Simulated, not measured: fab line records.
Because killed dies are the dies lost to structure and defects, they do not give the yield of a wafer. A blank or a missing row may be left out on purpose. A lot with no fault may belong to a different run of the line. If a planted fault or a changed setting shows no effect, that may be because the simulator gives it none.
Which tool did it? / flow nand-harc / Sampling: 11 lots, 33 wafers, 6 of 1302 route steps

WHAT THE GAUGES READ, wafer by wafer
NHARC_END_SORT_01.
lot=L349; measured=day 31 23:44; on=prober-01; killed-at-array=86

EACH LOT AND THE TOOL THAT RAN IT (in order: tool; ch and the chambers of the sampled wafers; start)
lot=L333; NHARC_P_CONTACT_DEP_00=pecvd-02 ch 0,1, day 6 12:56 or earlier; NHARC_P_CONTACT_ETCH_31=rie-diel-07 ch 0,2, day 6 12:56 or earlier; NHARC_P_CONTACT_DEGAS_38=pvd-sputter-02, day 6 12:56; NHARC_P_CONTACT_CVD_23=cvd-w-02 ch 0,1, day 6 13:23; NHARC_P_CONTACT_CMP_24=cmp-03 ch 1,3, day 6 14:04
lot=L334; NHARC_P_CONTACT_DEP_00=pecvd-03 ch 0,1, day 6 18:26 or earlier; NHARC_P_CONTACT_ETCH_31=rie-diel-05 ch 0,1,2, day 6 18:26 or earlier; NHARC_P_CONTACT_DEGAS_38=pvd-sputter-03, day 6 18:26; NHARC_P_CONTACT_CVD_23=cvd-w-01 ch 0,1, day 6 19:04; NHARC_P_CONTACT_CMP_24=cmp-03 ch 1,3, day 6 19:31
lot=L335; NHARC_P_CONTACT_DEP_00=pecvd-02 ch 0,1,2, day 7 12:37 or earlier; NHARC_P_CONTACT_ETCH_31=rie-diel-05 ch 0,2,3, day 7 12:37 or earlier; NHARC_P_CONTACT_DEGAS_38=pvd-sputter-02, day 7 12:37; NHARC_P_CONTACT_CVD_23=cvd-w-02 ch 0,1, day 7 13:14; NHARC_P_CONTACT_CMP_24=cmp-03 ch 0,3, day 7 13:43
lot=L336; NHARC_P_CONTACT_DEP_00=pecvd-02 ch 0,1,2, day 7 14:52 or earlier; NHARC_P_CONTACT_ETCH_31=rie-diel-11 ch 0,1,2, day 7 14:52 or earlier; NHARC_P_CONTACT_DEGAS_38=pvd-sputter-03, day 7 14:52; NHARC_P_CONTACT_CVD_23=cvd-w-02 ch 0,1, day 7 15:25; NHARC_P_CONTACT_CMP_24=cmp-04 ch 1,2, day 7 15:58
lot=L339; NHARC_P_CONTACT_DEP_00=pecvd-04 ch 1,2, day 8 19:33 or earlier; NHARC_P_CONTACT_ETCH_31=rie-diel-11 ch 0,2,3, day 8 19:33 or earlier; NHARC_P_CONTACT_DEGAS_38=pvd-sputter-02, day 8 19:33; NHARC_P_CONTACT_CVD_23=cvd-w-02 ch 1, day 8 20:07; NHARC_P_CONTACT_CMP_24=cmp-03 ch 1,2,3, day 8 20:43
lot=L338; NHARC_P_CONTACT_DEP_00=pecvd-04 ch 0,1,2, day 8 20:57 or earlier; NHARC_P_CONTACT_ETCH_31=rie-diel-11 ch 0,1,2, day 8 20:57 or earlier; NHARC_P_CONTACT_DEGAS_38=pvd-sputter-02, day 8 20:57; NHARC_P_CONTACT_CVD_23=cvd-w-02 ch 0,1, day 8 21:34; NHARC_P_CONTACT_CMP_24=cmp-01 ch 2,3, day 8 22:02
lot=L347; NHARC_P_CONTACT_DEP_00=pecvd-04 ch 0,1, day 12 02:01 or earlier; NHARC_P_CONTACT_ETCH_31=rie-diel-07 ch 0,1,3, day 12 02:01 or earlier; NHARC_P_CONTACT_DEGAS_38=pvd-sputter-02, day 12 02:01; NHARC_P_CONTACT_CVD_23=cvd-w-02 ch 0, day 12 02:33; NHARC_P_CONTACT_CMP_24=cmp-03 ch 1,3, day 12 03:07
lot=L349; NHARC_P_CONTACT_DEP_00=pecvd-02 ch 1,2, day 13 02:53 or earlier; NHARC_P_CONTACT_ETCH_31=rie-diel-05 ch 1,2,3, day 13 02:53 or earlier; NHARC_P_CONTACT_DEGAS_38=pvd-sputter-01, day 13 02:53; NHARC_P_CONTACT_CVD_23=cvd-w-02 ch 0,1, day 13 03:25; NHARC_P_CONTACT_CMP_24=cmp-01 ch 0,3, day 13 03:59
lot=L350; NHARC_P_CONTACT_DEP_00=pecvd-03 ch 0,1, day 13 08:19 or earlier; NHARC_P_CONTACT_ETCH_31=rie-diel-05 ch 0,2, day 13 08:19 or earlier; NHARC_P_CONTACT_DEGAS_38=pvd-sputter-01, day 13 08:19; NHARC_P_CONTACT_CVD_23=cvd-w-01 ch 0,1, day 13 08:45; NHARC_P_CONTACT_CMP_24=cmp-01 ch 1,3, day 13 09:23
lot=L351; NHARC_P_CONTACT_DEP_00=pecvd-03 ch 0,1, day 13 19:54 or earlier; NHARC_P_CONTACT_ETCH_31=rie-diel-05 ch 0,2, day 13 19:54 or earlier; NHARC_P_CONTACT_DEGAS_38=pvd-sputter-01, day 13 19:54; NHARC_P_CONTACT_CVD_23=cvd-w-02 ch 0,1, day 13 20:20; NHARC_P_CONTACT_CMP_24=cmp-01 ch 2,3, day 13 21:00
lot=L352; NHARC_P_CONTACT_DEP_00=pecvd-04 ch 0,2, day 14 03:37 or earlier; NHARC_P_CONTACT_ETCH_31=rie-diel-05 ch 1,2, day 14 03:37 or earlier; NHARC_P_CONTACT_DEGAS_38=pvd-sputter-01, day 14 03:37; NHARC_P_CONTACT_CVD_23=cvd-w-02 ch 0,1, day 14 04:14; NHARC_P_CONTACT_CMP_24=cmp-04 ch 1,2, day 14 04:43
- NHARC_P_CONTACT_DEP_00: deposits SiO2, target thk 500 nm.
- NHARC_P_CONTACT_ETCH_31: etches the open film in CH3F/O2, target depth 30 nm, time 85.7 s.
- NHARC_P_CONTACT_DEGAS_38: time 60 s.
- NHARC_P_CONTACT_CVD_23: deposits W, target thk 200 nm, time 557 s.
- NHARC_P_CONTACT_CMP_24: polishes, t overpolish 30 s, target thk 200 nm.

THE ANSWER, worked out from the rows above alone
Rule: the lots themselves supply what counts as usual. The widest of any qualifying gaps counts: lots, ordered by their means at a reading, are off when they make up no more than a third of the lots, leave a main group of 4 or more, and stand apart from it by 3 or more times the standard deviation of that group's means. The tables above print the reading to a certain number of digits; a main group whose means all agree to those digits is not used. Also off: a lot with no number at a reading for which 4 or more lots have one. All remaining lots with rows at the step are treated as sound.
No lot is off at any reading shown: from this, nothing can be told.

WHAT THE SIMULATOR HAD INSERTED
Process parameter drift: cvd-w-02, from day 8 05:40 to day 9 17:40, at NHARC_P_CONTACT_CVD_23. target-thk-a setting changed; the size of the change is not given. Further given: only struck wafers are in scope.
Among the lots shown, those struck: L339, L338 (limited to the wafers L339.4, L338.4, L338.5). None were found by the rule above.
